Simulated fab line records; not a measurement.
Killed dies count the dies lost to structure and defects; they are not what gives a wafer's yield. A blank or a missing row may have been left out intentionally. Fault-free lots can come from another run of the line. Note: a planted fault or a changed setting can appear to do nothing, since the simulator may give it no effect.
fab line records ; flow nand_harc ; part 1 of 2: steps 1 to 29 of 40
record lots=5; wafers=15; last_day=25
route steps=1159 shown A_BONDPAD@1093 HYBRID_BOND@1094 THIN_TSV@1101
lots with no fault: from the same line, run without faults
start_h: the number of hours between the record's first day and the start of the first shown wafer of the lot ; wait_h: hours elapsed since this lot's preceding step ; " as in the row above ; L1.1+2: a row that stands for several wafers ; - value missing, or start not given ; * or withheld: withheld ; < > ~ a bound
route shown NAME@n: names a module that has steps shown in the file, with the first one's number in the route ; usual: mean/standard deviation taken from wafers without a fault ; same: alike in all rows ; chamber/n: place in a boat ; sites: per-site readings ; _std_site: standard deviation of those values ; _edge_site: inner sites' mean taken away from outer sites' mean ; radius_mm: how far each site lies from the wafer's centre ; mask NAME#n: copy n ; behind: the last tool/chamber to shape the wafer ; hold: what put the lot on hold/how long, in hours/how the hold closed ; device: the n, p or np transistor that did not switch ; end of line: the same wafers' tests at the end of the route ; a step without rows: its recipe alone ; killed: the dies lost at the first sort to structure and to defects; this is not the yield of the wafer ; map: a wafer's dies, x killed, . not, _ none there
set.NAME: the run value of the setting; set.NAME@STEP: its run value at that earlier step ; model.NAME: the simulator's own value behind a step, which no gauge read
lots seen at some steps along the route; tables by step, rows by wafer
services: the hour from which a tool's chamber was out of use, counted from the record's first day as start_h (under 0 if before that day), plus the number of hours and why
## steps
# step NHARC_A_BONDPAD_INSPECT_23
# usual raw_defect_count=500/130
lot.wafer;tool;chamber;start_h;wait_h;raw_defect_count
L074.2;defect_inspect-01;-;415.89;0.0;333
L074.4;defect_inspect-01;-;415.89;0.0;346
L074.5;defect_inspect-01;-;415.89;0.0;577
L079.2;defect_inspect-02;-;425.31;0.1;343
L079.3;defect_inspect-02;-;425.31;0.1;334
L079.5;defect_inspect-02;-;425.31;0.1;494
L089.3;defect_inspect-02;-;510.17;0.0;548
L089.4;defect_inspect-02;-;510.17;0.0;450
L089.6;defect_inspect-02;-;510.17;0.0;460
L094.1;defect_inspect-02;-;521.79;0.0;485
L094.2;defect_inspect-02;-;521.79;0.0;810
L094.5;defect_inspect-02;-;521.79;0.0;390
L093.4;defect_inspect-01;-;526.60;0.0;545
L093.5;defect_inspect-01;-;526.60;0.0;363
L093.6;defect_inspect-01;-;526.60;0.0;434
# step NHARC_HYBRID_BOND_ACTIVATE_00
# recipe time_s=60; n2_flow_sccm=200; ar_flow_sccm=0; bias_power_w=0; chemistry=N2
# usual drypump_motor_current_A=5.9/0.4; mfc_ar_sccm=0.007/0.007; n2_flow_sccm=200.1/0.6; oes_product_au=0.999/0.0084; rf_vpp_V=64.0/0.94; showerhead_plenum_p_Torr=1.76/0.095
lot.wafer;tool;chamber;start_h;wait_h;drypump_motor_current_A;mfc_ar_sccm;n2_flow_sccm;oes_product_au;rf_hours_counter_h;rf_vpp_V;showerhead_plenum_p_Torr
L074.4;rie_diel-08;0;415.95;0.1;5.4;0.014;199.5;1.012;10;65.9;1.89
L074.2;rie_diel-08;1;415.95;0.1;5.9;0;199.6;0.994;12;64.2;1.80
L074.5;rie_diel-08;0;415.95;0.1;5.4;0.014;200.0;1.011;-;64.4;1.89
L079.3;rie_diel-01;2;425.37;0.1;5.8;0;200.2;1.004;38;65.3;1.65
L079.2;rie_diel-01;0;425.37;0.1;5.7;0;200.6;1.012;39;62.6;1.72
L079.5;rie_diel-01;2;425.37;0.1;5.8;0;199.5;1.000;-;62.5;1.65
L089.3;rie_diel-08;0;510.24;0.1;5.4;0.014;200.5;0.987;3;66.4;1.89
L089.4;rie_diel-08;3;510.24;0.1;6.5;0;200.3;0.997;-;62.2;1.72
L089.6;rie_diel-08;2;510.24;0.1;5.9;0.014;199.3;0.986;-;63.9;1.64
L094.2;rie_diel-08;2;521.87;0.1;5.9;0.014;200.1;0.997;4;63.7;1.64
L094.1;rie_diel-08;0;521.87;0.1;5.4;0.014;200.3;0.995;3;63.8;1.89
L094.5;rie_diel-08;2;521.87;0.1;5.9;0.014;200.4;0.990;-;64.7;1.64
L093.4;rie_diel-08;3;526.68;0.1;6.5;0;200.4;1.006;5;63.4;1.72
L093.5;rie_diel-08;2;526.68;0.1;6.0;0.014;200.1;0.986;-;62.4;1.64
L093.6;rie_diel-08;3;526.68;0.1;6.5;0;199.0;1.009;-;63.4;1.72
# step NHARC_HYBRID_BOND_PRECLEAN_01
# recipe time_s=300; temp_c=23; chemistry=DIW
lot.wafer;tool;chamber;start_h;wait_h
L074.4+5+2;wet_bench-08;7,0,3;416.12;0.2
L079.2+5+3;wet_bench-08;0,2,3;425.58;0.2
L089.4+6+3;wet_bench-08;1,2,4;510.40;0.1
L094.1+5+2;wet_bench-08;5,6,1;522.01;0.1
L093.5+4+6;wet_bench-10;6,7,1;526.84;0.1
# step NHARC_HYBRID_BOND_SRD_02
# recipe time_s=30; temp_c=23; dry_time_s=20; spin_rpm=1500
# usual spin_rpm=1500.1/0.79
lot.wafer;tool;chamber;start_h;wait_h;spin_rpm
L074.4;wet_bench-08;7;-;-;1499.0
L074.5;wet_bench-08;0;-;-;1499.8
L074.2;wet_bench-08;3;-;-;1502.5
L079.2;wet_bench-08;0;-;-;1499.9
L079.5;wet_bench-08;2;-;-;1500.4
L079.3;wet_bench-08;3;-;-;1500.3
L089.4;wet_bench-08;1;-;-;1498.5
L089.6;wet_bench-08;2;-;-;1499.6
L089.3;wet_bench-08;4;-;-;1500.2
L094.1;wet_bench-08;5;-;-;1499.7
L094.5;wet_bench-08;6;-;-;1499.9
L094.2;wet_bench-08;1;-;-;1502.0
L093.5;wet_bench-10;6;-;-;1499.9
L093.4;wet_bench-10;7;-;-;1501.3
L093.6;wet_bench-10;1;-;-;1501.0
# step NHARC_HYBRID_BOND_BOND_03
# recipe temp_c=25
lot.wafer;tool;chamber;start_h;wait_h
L074.2+4+5;wafer_bonder-01;0;416.84;-
L079.2+3+5;wafer_bonder-01;0;426.01;-
L089.3+4+6;wafer_bonder-01;0;511.49;-
L094.1+2+5;wafer_bonder-01;0;523.05;-
L093.4+5+6;wafer_bonder-01;0;527.54;-
# step NHARC_HYBRID_BOND_ANNEAL_04
# recipe temp_c=300; time_s=7200; ramp_up_c_per_min=5; ramp_down_c_per_min=3; idle_temp_c=100; pressure_atm=1
# usual ramp_up_c_per_min=5.0000/0.00093
lot.wafer;tool;chamber;start_h;wait_h;ramp_up_c_per_min
L074.2;furnace-03;0;420.48;3.5;5.0000
L074.4;furnace-03;0;420.48;3.5;4.9990
L074.5;furnace-03;0;420.48;3.5;4.9998
L079.2;furnace-08;0;432.28;6.1;5.0008
L079.3;furnace-08;0;432.28;6.1;5.0009
L079.5;furnace-08;0;432.28;6.1;4.9985
L089.3;furnace-08;0;514.91;3.3;4.9989
L089.4;furnace-08;0;514.91;3.3;4.9984
L089.6;furnace-08;0;514.91;3.3;4.9987
L094.1;furnace-03;0;526.74;3.5;4.9991
L094.2;furnace-03;0;526.74;3.5;5.0011
L094.5;furnace-03;0;526.74;3.5;5.0001
L093.4;furnace-07;0;533.91;6.2;4.9999
L093.5;furnace-07;0;533.91;6.2;5.0003
L093.6;furnace-07;0;533.91;6.2;4.9991
# step NHARC_HYBRID_BOND_OVL_MEAS_05
# usual overlay_x_nm=-4/33; overlay_y_nm=-2/31
lot.wafer;tool;chamber;start_h;wait_h;overlay_x_nm;overlay_y_nm
L074.2;overlay-01;-;425.22;0.4;-21;-2
L074.4;overlay-01;-;425.22;0.4;4;-1
L074.5;overlay-01;-;425.22;0.4;12;37
L079.2;overlay-02;-;437.03;0.4;-68;-91
L079.3;overlay-02;-;437.03;0.4;-38;-5
L079.5;overlay-02;-;437.03;0.4;-46;-25
L089.3;overlay-02;-;519.58;0.4;-23;-29
L089.4;overlay-02;-;519.58;0.4;-15;-9
L089.6;overlay-02;-;519.58;0.4;-29;-27
L094.1;overlay-01;-;531.48;0.4;-25;10
L094.2;overlay-01;-;531.48;0.4;-50;41
L094.5;overlay-01;-;531.48;0.4;29;29
L093.4;overlay-01;-;538.63;0.4;-1;45
L093.5;overlay-01;-;538.63;0.4;53;-37
L093.6;overlay-01;-;538.63;0.4;8;-42
# step NHARC_HYBRID_BOND_INSPECT_06
# recipe inspect_instrument=ir_void
# usual raw_defect_count=35/15
lot.wafer;tool;chamber;start_h;wait_h;raw_defect_count
L074.2;defect_inspect-01;-;425.28;0.1;22
L074.4;defect_inspect-01;-;425.28;0.1;24
L074.5;defect_inspect-01;-;425.28;0.1;30
L079.2;defect_inspect-02;-;437.08;0.1;26
L079.3;defect_inspect-02;-;437.08;0.1;24
L079.5;defect_inspect-02;-;437.08;0.1;20
L089.3;defect_inspect-02;-;519.64;0.1;31
L089.4;defect_inspect-02;-;519.64;0.1;43
L089.6;defect_inspect-02;-;519.64;0.1;32
L094.1;defect_inspect-02;-;531.54;0.1;47
L094.2;defect_inspect-02;-;531.54;0.1;50
L094.5;defect_inspect-02;-;531.54;0.1;43
L093.4;defect_inspect-02;-;538.69;0.1;54
L093.5;defect_inspect-02;-;538.69;0.1;60
L093.6;defect_inspect-02;-;538.69;0.1;75
# step NHARC_THIN_TSV_GRIND_00
# recipe target_thk_um=6
# usual motor_current_A=12.001/0.022
lot.wafer;tool;chamber;start_h;wait_h;motor_current_A
L074.2;grinder-01;0;493.08;67.8;11.991
L074.4;grinder-01;0;493.08;67.8;12.002
L074.5;grinder-01;0;493.08;67.8;12.002
L079.2;grinder-01;0;496.67;59.6;12.021
L079.3;grinder-01;0;496.67;59.6;12.028
L079.5;grinder-01;0;496.67;59.6;12.005
L089.3;grinder-01;0;520.18;0.5;12.043
L089.4;grinder-01;0;520.18;0.5;11.990
L089.6;grinder-01;0;520.18;0.5;11.997
L094.1;grinder-01;0;534.05;2.5;11.993
L094.2;grinder-01;0;534.05;2.5;11.984
L094.5;grinder-01;0;534.05;2.5;12.010
L093.4;grinder-01;0;539.43;0.7;11.974
L093.5;grinder-01;0;539.43;0.7;12.001
L093.6;grinder-01;0;539.43;0.7;11.978
# step NHARC_THIN_TSV_CMP_01
# recipe target_thk_um=3
# usual motor_current_A=13.1/1.3; retaining_ring_pressure_frac=1.000/0.0053
lot.wafer;tool;chamber;start_h;wait_h;motor_current_A;retaining_ring_pressure_frac
L074.2;cmp-02;0;494.11;0.8;12.8;0.998
L074.4;cmp-02;3;494.11;0.8;9.3;0.999
L074.5;cmp-02;0;494.11;0.8;12.7;1.003
L079.2;cmp-02;1;497.79;0.9;12.6;1.003
L079.3;cmp-02;3;497.79;0.9;9.7;0.995
L079.5;cmp-02;1;497.79;0.9;12.1;1.000
L089.3;cmp-03;3;521.00;0.6;12.6;0.992
L089.4;cmp-03;2;521.00;0.6;14.7;1.002
L089.6;cmp-03;0;521.00;0.6;13.1;1.011
L094.1;cmp-03;0;535.34;1.1;13.9;0.998
L094.2;cmp-03;1;535.34;1.1;13.4;1.004
L094.5;cmp-03;3;535.34;1.1;12.3;1.000
L093.4;cmp-04;0;540.11;0.5;13.7;1.002
L093.5;cmp-04;2;540.11;0.5;13.5;0.999
L093.6;cmp-04;3;540.11;0.5;13.2;0.996
# step NHARC_THIN_TSV_THK_MEAS_02
# recipe thk_meas_gauge=ir
# usual thk_nm=2957/210
lot.wafer;tool;chamber;start_h;wait_h;thk_nm
L074.2;film_metro-01;-;494.38;-;3454
L074.4;film_metro-01;-;494.38;-;3269
L074.5;film_metro-01;-;494.38;-;3148
L079.2;film_metro-01;-;498.03;-;2934
L079.3;film_metro-01;-;498.03;-;2893
L079.5;film_metro-01;-;498.03;-;2802
L089.3;film_metro-02;-;521.26;-;3226
L089.4;film_metro-02;-;521.26;-;3168
L089.6;film_metro-02;-;521.26;-;3225
L094.1;film_metro-02;-;535.56;-;2837
L094.2;film_metro-02;-;535.56;-;2863
L094.5;film_metro-02;-;535.56;-;2982
L093.4;film_metro-01;-;540.32;-;2774
L093.5;film_metro-01;-;540.32;-;2670
L093.6;film_metro-01;-;540.32;-;2594
# step NHARC_THIN_TSV_SRD_03
lot.wafer;tool;chamber;start_h;wait_h
L074.4+2+5;wet_bench-08;0,1,2;494.43;0.0
L079.5+2+3;wet_bench-10;6,0,2;498.08;0.0
L089.4+6+3;wet_bench-08;0,3,5;521.30;0.0
L094.1+2+5;wet_bench-10;5,7,2;535.60;0.0
L093.5+4+6;wet_bench-10;0,3,4;540.38;0.1
# step NHARC_THIN_TSV_PRECLEAN_41
# recipe time_s=*; temp_c=50; bath_age_min=0; chemistry=SC1
lot.wafer;tool;chamber;start_h;wait_h
L074.4+2+5;wet_bench-08;0,1,2;494.45;0.0
L079.5+2+3;wet_bench-10;6,0,2;498.10;0.0
L089.4+6+3;wet_bench-08;0,3,5;521.33;0.0
L094.1+2+5;wet_bench-10;5,7,2;535.63;0.0
L093.5+4+6;wet_bench-10;0,3,4;540.40;0.0
# step NHARC_THIN_TSV_SRD_42
lot.wafer;tool;chamber;start_h;wait_h
L074.4+2+5;wet_bench-08;0,1,2;-;-
L079.5+2+3;wet_bench-10;6,0,2;-;-
L089.4+6+3;wet_bench-08;0,3,5;-;-
L094.1+2+5;wet_bench-10;5,7,2;-;-
L093.5+4+6;wet_bench-10;0,3,4;-;-
# step NHARC_THIN_TSV_DEP_43
# recipe target_thk_a=13285; temp_c=withheld; pressure_torr=6.5; rf_w=900; teos_flow_sccm=161.4; flow_sccm=2650; target_thk_nm=1328.5; gas=O2; material=SiO2
# usual flow_sccm=2652/7.6; throttle_valve_pct=16.2/0.49
lot.wafer;tool;chamber;start_h;wait_h;flow_sccm;throttle_valve_pct
L074.2;pecvd-03;0;494.69;-;2647;16.3
L074.4;pecvd-03;2;494.69;-;2647;15.7
L074.5;pecvd-03;0;494.69;-;2652;16.7
L079.3;pecvd-02;2;498.26;-;2644;16.0
L079.2;pecvd-02;1;498.26;-;2655;16.8
L079.5;pecvd-02;0;498.26;-;2646;16.4
L089.3;pecvd-03;0;521.58;-;2636;16.7
L089.6;pecvd-03;1;521.58;-;2662;16.8
L089.4;pecvd-03;0;521.58;-;2645;16.9
L094.2;pecvd-03;0;535.83;-;2651;17.0
L094.1;pecvd-03;1;535.83;-;2654;16.6
L094.5;pecvd-03;2;535.83;-;2642;15.8
L093.5;pecvd-02;2;540.70;-;2651;15.9
L093.4;pecvd-02;0;540.70;-;2656;15.8
L093.6;pecvd-02;1;540.70;-;2656;16.7
# step NHARC_THIN_TSV_DEHYDRATE_04
# recipe temp_c=150; time_s=120
lot.wafer;tool;chamber;start_h;wait_h
L074.2+4+5;litho_track-07;0;495.00;-
L079.2+3+5;litho_track-07;0;498.66;-
L089.3+4+6;litho_track-07;0;521.90;-
L094.1+2+5;litho_track-07;0;536.19;-
L093.4+5+6;litho_track-03;0;540.97;-
# step NHARC_THIN_TSV_HMDS_05
# recipe time_s=30
lot.wafer;tool;chamber;start_h;wait_h
L074.2+4+5;litho_track-07;0;-;-
L079.2+3+5;litho_track-07;0;-;-
L089.3+4+6;litho_track-07;0;-;-
L094.1+2+5;litho_track-07;0;-;-
L093.4+5+6;litho_track-03;0;-;-
# step NHARC_THIN_TSV_COAT_06
# recipe spin_rpm=*
lot.wafer;tool;chamber;start_h;wait_h
L074.2+4+5;litho_track-07;0;-;-
L079.2+3+5;litho_track-07;0;-;-
L089.3+4+6;litho_track-07;0;-;-
L094.1+2+5;litho_track-07;0;-;-
L093.4+5+6;litho_track-03;0;-;-
# step NHARC_THIN_TSV_SOFTBAKE_07
# recipe temp_c=122; time_s=95
lot.wafer;tool;chamber;start_h;wait_h
L074.2+4+5;litho_track-07;0;-;-
L079.2+3+5;litho_track-07;0;-;-
L089.3+4+6;litho_track-07;0;-;-
L094.1+2+5;litho_track-07;0;-;-
L093.4+5+6;litho_track-03;0;-;-
# step NHARC_THIN_TSV_EBR_08
lot.wafer;tool;chamber;start_h;wait_h
L074.2+4+5;litho_track-07;0;-;-
L079.2+3+5;litho_track-07;0;-;-
L089.3+4+6;litho_track-07;0;-;-
L094.1+2+5;litho_track-07;0;-;-
L093.4+5+6;litho_track-03;0;-;-
# step NHARC_THIN_TSV_EXPOSE_09
# recipe na=0.55; dose_mj=30.7; mask_id=TSV
lot.wafer;tool;chamber;start_h;wait_h;mask
L074.2+4+5;krf_scanner-01;0;495.15;-;TSV#0
L079.2+3+5;krf_scanner-02;0;498.94;-;TSV#0
L089.3+4+6;krf_scanner-01;0;522.18;-;TSV#0
L094.1+2+5;krf_scanner-04;0;536.46;-;TSV#0
L093.4+5+6;krf_scanner-02;0;541.25;-;TSV#0
# step NHARC_THIN_TSV_PEB_10
# recipe peb_temp_c=118; peb_time_s=85
lot.wafer;tool;chamber;start_h;wait_h
L074.2+4+5;litho_track-02;0;495.21;0.1
L079.2+3+5;litho_track-07;0;499.00;0.1
L089.3+4+6;litho_track-02;0;522.23;0.1
L094.1+2+5;litho_track-07;0;536.53;0.1
L093.4+5+6;litho_track-03;0;541.30;0.0
# step NHARC_THIN_TSV_DEVELOP_11
# recipe time_s=70
lot.wafer;tool;chamber;start_h;wait_h
L074.2+4+5;litho_track-02;0;-;-
L079.2+3+5;litho_track-07;0;-;-
L089.3+4+6;litho_track-02;0;-;-
L094.1+2+5;litho_track-07;0;-;-
L093.4+5+6;litho_track-03;0;-;-
# step NHARC_THIN_TSV_CD_MEAS_12
# recipe target_cd_nm=1000; landing_energy_ev=500
# usual cd_nm=1000.1/2.1
# same landing_energy_ev=500
lot.wafer;tool;chamber;start_h;wait_h;cd_nm
L074.2;cd_sem-01;0;495.30;-;998.1
L074.4;cd_sem-01;0;495.30;-;1002.3
L074.5;cd_sem-01;0;495.30;-;1000.6
L079.2;cd_sem-01;0;499.09;-;1002.0
L079.3;cd_sem-01;0;499.09;-;1000.9
L079.5;cd_sem-01;0;499.09;-;1001.8
L089.3;cd_sem-01;0;522.33;-;1001.1
L089.4;cd_sem-01;0;522.33;-;1002.0
L089.6;cd_sem-01;0;522.33;-;1002.2
L094.1;cd_sem-03;0;536.62;-;1003.0
L094.2;cd_sem-03;0;536.62;-;1000.5
L094.5;cd_sem-03;0;536.62;-;1001.3
L093.4;cd_sem-02;0;541.40;-;1001.9
L093.5;cd_sem-02;0;541.40;-;999.1
L093.6;cd_sem-02;0;541.40;-;1001.9
# step NHARC_THIN_TSV_HARDBAKE_13
# recipe temp_c=125; time_s=80
lot.wafer;tool;chamber;start_h;wait_h
L074.2+4+5;litho_track-07;0;495.40;-
L079.2+3+5;litho_track-07;0;499.17;-
L089.3+4+6;litho_track-02;0;522.41;-
L094.1+2+5;litho_track-07;0;536.70;-
L093.4+5+6;litho_track-02;0;541.48;-
# step NHARC_THIN_TSV_DESCUM_14
# recipe time_s=3; o2_flow_sccm=200; ar_flow_sccm=0; bias_power_w=0; chemistry=O2
# usual drypump_motor_current_A=5.9/0.41; mfc_ar_sccm=0.001/0.0038; oes_product_au=0.999/0.01; rf_vpp_V=57.8/0.92; showerhead_plenum_p_Torr=1.94/0.095; throttle_valve_pct=11.312/0.0096
lot.wafer;tool;chamber;start_h;wait_h;drypump_motor_current_A;mfc_ar_sccm;oes_product_au;rf_hours_counter_h;rf_vpp_V;showerhead_plenum_p_Torr;throttle_valve_pct
L074.2;rie_diel-09;1;495.48;-;6.1;0;0.996;2;57.8;2.04;11.312
L074.4;rie_diel-09;2;495.48;-;5.3;0;0.993;2;58.3;1.80;11.300
L074.5;rie_diel-09;1;495.48;-;6.1;0;0.988;-;57.5;2.04;11.317
L079.3;rie_diel-09;3;499.25;-;6.0;0;1.008;2;58.0;1.94;11.318
L079.2;rie_diel-09;0;499.25;-;6.2;0;1.003;2;58.7;2.01;11.308
L079.5;rie_diel-09;3;499.25;-;6.0;0;0.998;-;58.6;1.94;11.320
L089.4;rie_diel-09;0;522.48;-;6.2;0;1.001;7;59.4;2.01;11.309
L089.3;rie_diel-09;2;522.48;-;5.3;0;0.985;6;57.9;1.80;11.301
L089.6;rie_diel-09;0;522.48;-;6.2;0;1.010;-;58.1;2.01;11.310
L094.2;rie_diel-12;0;536.78;-;5.8;0;1.000;16;57.9;1.79;11.334
L094.1;rie_diel-12;3;536.78;-;5.7;0.011;0.989;13;58.0;1.83;11.308
L094.5;rie_diel-12;0;536.78;-;5.8;0;0.992;-;57.3;1.79;11.309
L093.4;rie_diel-09;2;541.57;-;5.3;0;1.001;9;58.5;1.80;11.307
L093.6;rie_diel-09;0;541.57;-;6.2;0;1.003;-;57.4;2.01;11.305
L093.5;rie_diel-09;1;541.57;-;6.1;0;1.003;-;57.8;2.03;11.321
# step NHARC_THIN_TSV_ETCH_44
# recipe target_depth_a=15942; time_s=797.1; cf4_flow_sccm=150; o2_flow_sccm=10; ar_flow_sccm=0; rf_w=300; bias_w=800; chemistry=CF4/O2
# usual drypump_motor_current_A=5.9/0.4; mfc_ar_sccm=0.001/0.0038; oes_product_au=0.999/0.0092; rf_vpp_V=796/5.3; showerhead_plenum_p_Torr=1.85/0.085; throttle_valve_pct=16.914/0.0095
lot.wafer;tool;chamber;start_h;wait_h;drypump_motor_current_A;mfc_ar_sccm;oes_product_au;rf_hours_counter_h;rf_vpp_V;showerhead_plenum_p_Torr;throttle_valve_pct
L074.2;rie_diel-09;0;495.62;0.1;6.2;0;1.001;1;800;1.92;16.906
L074.4;rie_diel-09;1;495.62;0.1;6.1;0;0.987;2;802;1.94;16.926
L074.5;rie_diel-09;0;495.62;0.1;6.2;0;1.013;-;800;1.92;16.924
L079.2;rie_diel-09;1;499.39;0.1;6.1;0;0.988;2;801;1.94;16.914
L079.3;rie_diel-09;3;499.39;0.1;6.0;0;1.007;3;797;1.86;16.908
L079.5;rie_diel-09;0;499.39;0.1;6.2;0;1.011;-;800;1.92;16.921
L089.3;rie_diel-09;1;522.57;0.1;6.1;0;0.988;6;801;1.94;16.927
L089.4;rie_diel-09;0;522.57;0.1;6.2;0;1.009;7;800;1.92;16.911
L089.6;rie_diel-09;2;522.57;0.1;5.3;0;1.004;-;788;1.73;16.917
L094.1;rie_diel-12;0;536.86;0.1;5.8;0;0.990;16;787;1.72;16.921
L094.2;rie_diel-12;3;536.86;0.1;5.7;0.011;0.992;13;792;1.76;16.921
L094.5;rie_diel-12;1;536.86;0.1;6.5;0.019;1.009;-;796;1.86;16.902
L093.4;rie_diel-09;3;541.64;0.1;6.0;0;1.005;9;796;1.86;16.915
L093.6;rie_diel-09;3;541.64;0.1;6.0;0;1.012;-;797;1.86;16.891
L093.5;rie_diel-09;0;541.64;0.1;6.2;0;1.007;-;801;1.92;16.930
# step NHARC_THIN_TSV_ETCH_15
# recipe target_depth_a=30000; bosch_target_overetch_cycles=2; bosch_etch_step_s=2.8; bosch_dep_step_s=1.2; bosch_cycles=14
# usual drypump_motor_current_A=6.1/0.47
# same bosch_dep_step_s=1.2
lot.wafer;tool;chamber;start_h;wait_h;drypump_motor_current_A;rf_hours_counter_h
L074.2;rie_si-04;1;496.14;-;6.4;0.3
L074.4;rie_si-04;3;496.14;-;6.6;0.4
L074.5;rie_si-04;1;496.14;-;6.4;-
L079.3;rie_si-04;0;499.92;-;6.5;0.4
L079.2;rie_si-04;1;499.92;-;6.4;0.4
L079.5;rie_si-04;3;499.92;-;6.5;-
L089.3;rie_si-06;3;523.14;-;6.2;1.4
L089.4;rie_si-06;2;523.14;-;5.6;1.3
L089.6;rie_si-06;3;523.14;-;6.1;-
L094.2;rie_si-04;0;537.45;-;6.5;0.9
L094.1;rie_si-04;1;537.45;-;6.4;0.7
L094.5;rie_si-04;0;537.45;-;6.5;-
L093.4;rie_si-04;3;542.23;-;6.6;0.9
L093.6;rie_si-04;1;542.23;-;6.5;-
L093.5;rie_si-04;2;542.23;-;5.4;-
# step NHARC_THIN_TSV_CD_MEAS_16
# usual cd_nm=999.9/2.1
lot.wafer;tool;chamber;start_h;wait_h;cd_nm
L074.2;cd_sem-01;-;496.28;0.1;997.4
L074.4;cd_sem-01;-;496.28;0.1;1002.7
L074.5;cd_sem-01;-;496.28;0.1;999.4
L079.2;cd_sem-03;-;500.06;0.1;1002.3
L079.3;cd_sem-03;-;500.06;0.1;1000.3
L079.5;cd_sem-03;-;500.06;0.1;1001.8
L089.3;cd_sem-03;-;523.29;0.1;1000.9
L089.4;cd_sem-03;-;523.29;0.1;1001.9
L089.6;cd_sem-03;-;523.29;0.1;1001.9
L094.1;cd_sem-03;-;537.58;0.1;1002.7
L094.2;cd_sem-03;-;537.58;0.1;999.5
L094.5;cd_sem-03;-;537.58;0.1;1001.1
L093.4;cd_sem-02;-;542.36;0.1;1001.1
L093.5;cd_sem-02;-;542.36;0.1;999.2
L093.6;cd_sem-02;-;542.36;0.1;1000.5
